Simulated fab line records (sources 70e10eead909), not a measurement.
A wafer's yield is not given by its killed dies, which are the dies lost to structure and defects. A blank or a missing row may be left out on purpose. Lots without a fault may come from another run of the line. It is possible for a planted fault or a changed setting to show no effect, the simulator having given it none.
fab line records	flow nandHarc
record: lots: 11	wafers: 33	lastDay: 34
route steps=1302 shown P_ZERO_WELL@16 P_GATE@119 END@1302
lots that met no fault: from a run of the same line without faults
startH: hours from the record's first day to the start of the lot's first wafer shown	waitH: hours elapsed since this lot's preceding step	" unchanged from the row above	L1.1+2: a row that stands for several wafers	- no value, or no start given	* or withheld: withheld	< > ~ a bound
route shown NAME@n: NAME is a module with steps in the file, n the number in the route of the first one	usual: average and standard deviation across the fault-free wafers	same: alike in all rows	chamber/n: place in a boat	sites: per-site readings	_std_site: how widely they spread, as a standard deviation	_edge_site: outer sites' mean less inner sites'	radiusMm: how far each site lies from the wafer's centre	mask NAME#n: copy n	behind: the most recent tool/chamber to have shaped the wafer	hold: the reason the lot was held/the length of the hold in hours/how it ended	device: transistor that didn't switch, given as n, p or np	end of line: the route-end tests of the same wafers	where a step has no rows: the recipe by itself	killed: at the first sort, the dies lost to defects and structure; wafer yield is something else	map: per-die view of a wafer (x killed, . not killed, _ where there is no die)
set.NAME: setting as actually run; set.NAME@STEP: the setting as run at that earlier step	model.NAME: the simulator's own value behind a step, which no gauge read
the route's steps for a sample of lots (tables are steps, rows are wafers)
services: a tool's chamber out of use, with start hour (startH, from the record's first day; less than 0 if before it), hours out, and reason
== steps ==
step: NHARC_P_ZERO_WELL_DESCUM_13
recipe: timeS: 3	o2FlowSccm: 200	arFlowSccm: 0	biasPowerW: 0	chemistry: O2
usual: drypumpMotorCurrentA: 5.7/0.47	mfcArSccm: 0.002/0.0042	oesProductAu: 1.003/0.011	rfVppV: 57.7/0.96	showerheadPlenumPTorr: 1.91/0.1	throttleValvePct: 11.311/0.0086
lot.wafer	tool	chamber	startH	waitH	drypumpMotorCurrentA	mfcArSccm	oesProductAu	rfHoursCounterH	rfVppV	showerheadPlenumPTorr	throttleValvePct
L343.1	rieDiel-13	0	41.40	-	6.1	0	0.999	11	58.6	1.94	11.305
L343.2	"	2	"	"	5.6	0	1.012	14	56.5	2.01	11.315
L343.4	"	2	"	"	5.6	0	1.010	-	58.5	2.01	11.309
L345.3	rieDiel-11	3	61.40	-	5.2	0	0.988	49	55.5	1.76	11.309
L345.2	"	0	"	"	5.7	0.016	0.991	48	58.3	1.80	11.300
L345.6	"	1	"	"	5.7	0	0.991	-	58.6	1.88	11.317
L346.4	rieDiel-04	0	71.31	-	6.3	0	0.992	24	57.1	1.97	11.319
L346.2	"	1	"	"	5.0	0	1.005	21	58.3	2.01	11.316
L346.6	"	1	"	"	5.0	0	0.997	-	59.1	2.01	11.318
L347.3	rieDiel-13	3	81.41	-	6.4	0.006	1.015	28	55.8	1.81	11.303
L347.4	"	2	"	"	5.6	0	1.002	-	57.5	2.01	11.317
L347.6	"	1	"	"	5.1	0	0.992	-	58.6	1.78	11.306
L348.1	rieDiel-13	0	91.29	-	6.1	0	1.005	26	58.5	1.94	11.324
L348.6	"	2	"	"	5.6	0	1.009	-	58.1	2.01	11.306
L348.5	"	3	"	"	6.4	0.006	1.023	-	57.1	1.81	11.303
L359.2	rieDiel-04	3	201.28	-	5.2	0	1.007	5	57.0	1.82	11.310
L359.1	"	1	"	"	5.0	0	1.009	7	58.8	2.00	11.315
L359.6	"	3	"	"	5.2	0	0.999	-	56.8	1.82	11.309
L360.4	rieDiel-11	3	211.45	-	5.2	0	1.000	32	58.4	2.07	11.313
L360.2	"	0	"	"	5.7	0.016	1.004	39	56.5	1.79	11.304
L360.3	"	2	"	"	5.8	0	0.997	32	56.9	2.05	11.304
L361.1	rieDiel-13	1	221.39	-	5.2	0	1.009	13	56.6	2.07	11.325
L361.2	"	3	"	"	6.4	0.006	1.009	13	55.7	1.79	11.316
L361.5	"	1	"	"	5.1	0	1.010	-	57.2	2.07	11.310
L362.2	rieDiel-13	0	231.39	-	6.1	0	1.004	14	58.7	1.92	11.324
L362.1	"	2	"	"	5.6	0	0.999	17	57.0	1.99	11.312
L362.5	"	0	"	"	6.1	0	1.031	-	59.7	1.92	11.303
L363.4	rieDiel-13	2	241.27	-	5.6	0	1.006	23	57.7	1.99	11.311
L363.3	"	0	"	"	6.1	0	1.007	18	58.0	1.92	11.309
L363.1	"	1	"	"	5.1	0	1.011	21	58.3	2.07	11.328
L364.2	rieDiel-11	0	251.32	-	5.7	0.016	1.009	52	56.3	1.78	11.309
L364.5	"	1	"	"	5.6	0	0.989	-	58.2	1.86	11.292
L364.6	"	2	"	"	5.8	0	0.994	-	58.4	2.04	11.306
step: NHARC_P_ZERO_WELL_DESCUM_39
recipe: timeS: 3	o2FlowSccm: 200	arFlowSccm: 0	biasPowerW: 0	chemistry: O2
usual: drypumpMotorCurrentA: 5.6/0.49	mfcArSccm: 0.002/0.0037	oesProductAu: 0.999/0.01	rfVppV: 57.7/0.94	showerheadPlenumPTorr: 1.90/0.099	throttleValvePct: 11.311/0.0089
lot.wafer	tool	chamber	startH	waitH	drypumpMotorCurrentA	mfcArSccm	oesProductAu	rfHoursCounterH	rfVppV	showerheadPlenumPTorr	throttleValvePct
L343.2	rieDiel-04	3	44.16	-	5.2	0	1.008	12	56.4	1.84	11.305
L343.4	"	0	"	"	6.2	0	0.993	11	59.2	1.98	11.311
L343.1	"	1	"	"	5.0	0	1.008	12	57.6	2.02	11.309
L345.2	rieDiel-13	0	64.46	-	6.1	0	0.995	20	59.4	1.94	11.297
L345.3	"	3	"	"	6.4	0.006	1.019	22	56.0	1.81	11.314
L345.6	"	0	"	"	6.1	0	1.001	-	57.4	1.94	11.296
L346.2	rieDiel-13	3	74.32	-	6.4	0.006	1.017	26	58.0	1.81	11.320
L346.4	"	0	"	"	6.0	0	0.989	25	58.1	1.94	11.307
L346.6	"	2	"	"	5.6	0	1.002	-	57.1	2.01	11.306
L347.3	rieDiel-13	2	84.56	-	5.6	0	1.011	23	58.5	2.01	11.320
L347.6	"	3	"	"	6.4	0.006	1.010	-	58.2	1.81	11.303
L347.4	"	1	"	"	5.1	0	0.998	-	58.9	1.78	11.316
L348.1	rieDiel-04	0	94.26	-	6.2	0	0.979	32	58.5	1.97	11.311
L348.6	"	3	"	"	5.2	0	0.995	-	55.5	1.83	11.298
L348.5	"	0	"	"	6.3	0	0.987	-	59.5	1.97	11.318
L359.1	rieDiel-11	2	204.30	-	5.8	0	0.989	31	57.9	2.05	11.311
L359.2	"	0	"	"	5.7	0.016	1.003	37	57.0	1.79	11.307
L359.6	"	2	"	"	5.8	0	0.988	-	57.1	2.05	11.318
L360.2	rieDiel-11	2	214.44	-	5.8	0	0.987	33	59.2	2.05	11.322
L360.3	"	3	"	"	5.2	0	0.986	32	59.5	2.07	11.304
L360.4	"	0	"	"	5.7	0.016	0.995	39	57.0	1.79	11.323
L361.2	rieDiel-11	3	224.40	-	5.1	0	0.995	36	58.4	2.06	11.319
L361.1	"	0	"	"	5.7	0.016	1.009	43	57.8	1.79	11.308
L361.5	"	1	"	"	5.7	0	0.991	-	57.5	1.86	11.301
L362.2	rieDiel-04	1	234.26	-	5.0	0	0.993	17	58.7	2.00	11.308
L362.1	"	3	"	"	5.2	0	0.998	14	57.6	1.82	11.319
L362.5	"	1	"	"	5.0	0	1.004	-	58.0	2.00	11.310
L363.1	rieDiel-04	2	244.26	-	5.3	0.002	0.996	16	57.1	1.79	11.306
L363.4	"	3	"	"	5.2	0	1.003	15	57.6	1.82	11.309
L363.3	"	0	"	"	6.2	0	1.006	17	57.6	1.95	11.292
L364.2	rieDiel-13	3	254.32	-	6.4	0.006	1.020	23	57.3	1.79	11.316
L364.5	"	0	"	"	6.1	0	1.009	-	59.7	1.92	11.317
L364.6	"	1	"	"	5.1	0	1.023	-	57.7	2.07	11.312
step: NHARC_P_GATE_EXPOSE_08
recipe: na: 0.6	doseMj: 16.75	maskId: P_HV
usual: exposureDoseMJCm2: 16.749/0.018
lot.wafer	tool	chamber	startH	waitH	mask	exposureDoseMJCm2
L343.1	krfScanner-03	0	102.21	-	P_HV#0	16.739
L343.2	"	0	"	"	P_HV#0	16.735
L343.4	"	0	"	"	P_HV#0	16.714
L345.2	krfScanner-04	0	121.56	-	P_HV#0	16.760
L345.3	"	0	"	"	P_HV#0	16.733
L345.6	"	0	"	"	P_HV#0	16.733
L346.2	krfScanner-04	0	135.50	-	P_HV#0	16.729
L346.4	"	0	"	"	P_HV#0	16.728
L346.6	"	0	"	"	P_HV#0	16.740
L347.3	krfScanner-04	0	143.93	-	P_HV#0	16.753
L347.4	"	0	"	"	P_HV#0	16.735
L347.6	"	0	"	"	P_HV#0	16.755
L348.1	krfScanner-03	0	153.73	-	P_HVPW#0	16.740
L348.5	"	0	"	"	P_HVPW#0	16.748
L348.6	"	0	"	"	P_HVPW#0	16.726
L359.1	krfScanner-04	0	258.69	-	P_HV#0	16.758
L359.2	"	0	"	"	P_HV#0	16.742
L359.6	"	0	"	"	P_HV#0	16.736
L360.2	krfScanner-03	0	271.10	-	P_HV#0	16.746
L360.3	"	0	"	"	P_HV#0	16.747
L360.4	"	0	"	"	P_HV#0	16.721
L361.1	krfScanner-03	0	288.43	-	P_HV#0	16.759
L361.2	"	0	"	"	P_HV#0	16.754
L361.5	"	0	"	"	P_HV#0	16.738
L362.1	krfScanner-03	0	292.49	-	P_HV#0	16.771
L362.2	"	0	"	"	P_HV#0	16.739
L362.5	"	0	"	"	P_HV#0	16.760
L363.1	krfScanner-02	0	303.61	-	P_HV#0	16.736
L363.3	"	0	"	"	P_HV#0	16.733
L363.4	"	0	"	"	P_HV#0	16.764
L364.2	krfScanner-02	0	318.98	-	P_HV#0	16.737
L364.5	"	0	"	"	P_HV#0	16.751
L364.6	"	0	"	"	P_HV#0	16.743
step: NHARC_P_GATE_CD_MEAS_11
recipe: targetCdNm: 1640	landingEnergyEv: 500
usual: cdNm: 1639.8/1.4
lot.wafer	tool	chamber	startH	waitH	cdNm
L343.1	cdSem-03	0	102.36	-	1640.4
L343.2	"	0	"	"	1641.0
L343.4	"	0	"	"	1640.0
L345.2	cdSem-03	0	121.71	-	1640.3
L345.3	"	0	"	"	1637.7
L345.6	"	0	"	"	1637.2
L346.2	cdSem-03	0	135.65	-	1638.9
L346.4	"	0	"	"	1639.0
L346.6	"	0	"	"	1638.7
L347.3	cdSem-01	0	144.08	-	1640.1
L347.4	"	0	"	"	1639.1
L347.6	"	0	"	"	1641.8
L348.1	cdSem-03	0	153.88	-	-
L348.5	"	0	"	"	-
L348.6	"	0	"	"	-
L359.1	cdSem-03	0	258.85	-	1640.4
L359.2	"	0	"	"	1640.0
L359.6	"	0	"	"	1639.2
L360.2	cdSem-03	0	271.25	-	1639.3
L360.3	"	0	"	"	1637.2
L360.4	"	0	"	"	1639.9
L361.1	cdSem-03	0	288.59	-	1636.9
L361.2	"	0	"	"	1639.4
L361.5	"	0	"	"	1639.0
L362.1	cdSem-01	0	292.64	-	1639.6
L362.2	"	0	"	"	1638.1
L362.5	"	0	"	"	1642.3
L363.1	cdSem-02	0	303.76	-	1642.1
L363.3	"	0	"	"	1639.1
L363.4	"	0	"	"	1639.3
L364.2	cdSem-01	0	319.13	-	1641.5
L364.5	"	0	"	"	1638.5
L364.6	"	0	"	"	1640.4
step: NHARC_P_GATE_HM_OPEN_105
recipe: targetDepthA: 3600	o2FlowSccm: 400	cosFlowSccm: 20	arFlowSccm: 0	rfW: 500	biasW: 300	chemistry: O2/COS
usual: drypumpMotorCurrentA: 5.5/0.34	mfcArSccm: 0.012/0.015	oesProductAu: 1.004/0.0088	rfVppV: 468.0/2.6	showerheadPlenumPTorr: 3.16/0.12	throttleValvePct: 28.330/0.0092
lot.wafer	tool	chamber	startH	waitH	drypumpMotorCurrentA	mfcArSccm	oesProductAu	rfHoursCounterH	rfVppV	showerheadPlenumPTorr	throttleValvePct
L343.2	rieDiel-08	2	-	-	5.3	0.024	1.005	4.6	470.1	3.23	28.341
L343.4	"	3	"	"	6.0	0.009	1.018	4.4	470.7	3.31	28.336
L343.1	"	0	"	"	5.5	0	1.002	4.6	463.1	2.94	28.326
L345.3	rieDiel-08	0	-	-	5.5	0	0.998	4.9	463.0	2.94	28.339
L345.2	"	1	"	"	5.1	0	1.017	5.2	464.8	3.04	28.331
L345.6	"	1	"	"	5.1	0	1.002	-	466.8	3.04	28.324
L346.2	rieDiel-03	1	-	-	5.9	0.038	0.986	1.3	469.1	3.26	28.330
L346.6	"	3	"	"	5.6	0.032	0.991	-	466.3	3.09	28.341
L346.4	"	1	"	"	5.9	0.038	0.978	-	469.8	3.26	28.338
L347.3	rieDiel-03	2	-	-	6.1	0.004	0.995	1.8	472.9	3.36	28.337
L347.4	"	1	"	"	6.0	0.038	0.980	-	469.9	3.26	28.316
L347.6	"	3	"	"	5.7	0.032	1.000	-	465.8	3.09	28.307
L348.1	rieDiel-01	2	-	-	5.9	0.036	1.021	6.0	469.7	3.27	28.334
L348.6	"	3	"	"	5.6	0	0.992	-	466.8	3.09	28.339
L348.5	"	0	"	"	5.0	0	1.003	-	471.6	3.20	28.327
L359.1	rieDiel-01	3	-	-	5.6	0	0.996	3.1	465.7	3.09	28.331
L359.2	"	0	"	"	5.0	0	1.009	3.0	468.5	3.20	28.332
L359.6	"	3	"	"	5.6	0	1.006	-	465.1	3.09	28.330
L360.3	rieDiel-01	1	-	-	5.3	0.006	1.008	3.4	464.4	3.08	28.318
L360.4	"	2	"	"	5.9	0.036	1.001	3.6	471.1	3.26	28.336
L360.2	"	0	"	"	5.0	0	1.008	3.4	469.6	3.20	28.317
L362.2	rieDiel-08	1	-	-	5.1	0	1.010	8.6	466.1	3.03	28.314
L362.1	"	3	"	"	6.0	0.009	0.987	5.6	470.0	3.30	28.327
L362.5	"	1	"	"	5.1	0	1.010	-	465.4	3.03	28.340
L361.1	rieDiel-01	2	-	-	5.9	0.036	1.002	4.5	470.3	3.26	28.319
L361.2	"	0	"	"	5.0	0	1.003	4.4	469.7	3.20	28.318
L361.5	"	2	"	"	5.8	0.036	1.005	-	470.5	3.26	28.327
L363.3	rieDiel-03	0	-	-	5.5	0	0.997	1.2	465.0	3.03	28.329
L363.4	"	2	"	"	6.1	0.004	1.002	1.7	472.3	3.35	28.347
L363.1	"	3	"	"	5.6	0.032	0.992	1.7	466.6	3.09	28.347
L364.2	rieDiel-08	2	-	-	5.3	0.024	1.004	11.5	466.8	3.22	28.330
L364.6	"	2	"	"	5.3	0.024	1.016	-	470.1	3.22	28.336
L364.5	"	3	"	"	6.1	0.009	0.993	-	471.2	3.30	28.344
step: NHARC_END_SORT_01
recipe: tempC: 25
usual: killedAtArray: 52/17	killedAtOther: 0.9/1.2	killedAtPeriphery: 3.9/2.7	killedDies: 57/16	killedOpen: 3.3/1.9	killedShort: 2.5/1.5
same: grossDies: 677
lot.wafer	tool	chamber	startH	waitH	killedAtArray	killedAtOther	killedAtPeriphery	killedDies	killedOpen	killedShort
L348.1	prober-01	0	647.09	2.5	49	0	628	677	5	1
L348.5	prober-01	0	650.31	3.7	61	1	615	677	5	5
L348.6	prober-01	0	651.12	4.0	58	1	618	677	3	3
killed by level:class
L348.1 P_GATE:areaExpose=626 A_CHANNEL_HOLE_D1:chamberFilmFlake=28 A_STAIRCASE:chamberFilmFlake=6 A_CHANNEL_HOLE_D2:chamberFilmFlake=4 P_STI:chamberFilmFlake=2 A_CHANNEL_FILL_D2:chamberFilmFlake=2 A_CONTACT:chamberFilmFlake=2 A_CHANNEL_HOLE_D1:geometricParticle:open=1
L348.5 P_GATE:areaExpose=613 A_CHANNEL_HOLE_D1:chamberFilmFlake=35 A_CHANNEL_HOLE_D2:chamberFilmFlake=7 A_CONTACT:chamberFilmFlake=4 A_CHANNEL_FILL_D2:chamberFilmFlake=3 P_M0:geometricParticle:open=2 A_CHANNEL_FILL_D2:geometricParticle:short=2 A_STAIRCASE:chamberFilmFlake=2
L348.6 P_GATE:areaExpose=613 A_CHANNEL_HOLE_D1:chamberFilmFlake=32 A_CHANNEL_HOLE_D2:chamberFilmFlake=11 A_CONTACT:chamberFilmFlake=5 A_CHANNEL_FILL_D1:chamberFilmFlake=2 A_CHANNEL_FILL_D2:chamberFilmFlake=2 A_STAIRCASE:chamberFilmFlake=2 P_CONTACT:geometricParticle:short=1
== services ==
tool	chamber	startH	hours	kind
rieDiel-13	2	22.16	1.9	repair
rieDiel-13	1	34.88	11.3	repair
rieDiel-13	2	51.26	6.4	repair
krfScanner-03	-	52.00	4.0	pm
rieDiel-11	2	52.70	11.1	repair
rieDiel-13	2	59.85	6.7	repair
rieDiel-11	2	64.91	4.5	repair
rieDiel-13	-	69.20	0.4	repair
rieDiel-11	2	73.57	18.2	repair
rieDiel-13	0	77.13	12.7	repair
rieDiel-11	-	80.00	9.0	pm
krfScanner-03	-	127.10	2.2	repair
rieDiel-11	1	135.17	3.9	repair
rieDiel-04	1	149.06	4.5	repair
rieDiel-13	-	166.90	9.0	pm
rieDiel-04	1	167.24	5.7	repair
rieDiel-04	-	177.96	9.0	pm
rieDiel-13	1	205.60	3.9	repair
rieDiel-04	-	235.67	0.9	repair
rieDiel-11	-	257.00	9.0	pm
rieDiel-04	1	270.51	8.7	repair
rieDiel-11	2	282.63	4.2	repair
rieDiel-13	1	302.14	3.9	repair
rieDiel-11	2	330.27	9.3	repair
== key ==
firstSign: step: NHARC_P_GATE_EXPOSE_08	reading: mask	direction: changed
effect: step: NHARC_P_GATE_CD_MEAS_11	reading: cdNm	direction: missing
effect: step: NHARC_END_SORT_01	reading: killedAtPeriphery	direction: up	sigmas: 99+	usual: 3.9	struck: 620.3
moreKillsBornAt: NHARC_P_GATE_EXPOSE_08@krfScanner-03: 1852
metAt NHARC_P_GATE_EXPOSE_08
struckLots L348
laterRowsLeftOut L348.1,L348.5,L348.6
testerLeftOut L348
notActingAt NHARC_P_ZERO_WELL_DESCUM_13,NHARC_P_ZERO_WELL_DESCUM_39,NHARC_P_GATE_HM_OPEN_105
onsetBetween 102.21 153.73
fault: kind: wrongMask	tool: any	chamber: -	onsetH: 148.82	steps: NHARC_P_GATE_EXPOSE_08	auxCopy: P_HVPW#0	scope: struckLotsOnly
testerLeftOut: of these lots the tester's yield and bins aren't shown, on N5 and GAA mostly nor the transistor test; their killed dies are dies lost to structure and defects alone, not to doping, threshold or leakage, so they don't give the yield
laterRowsLeftOut: the simulator's readings of these wafers behind a module that went badly wrong aren't trusted and aren't shown, but for the sort
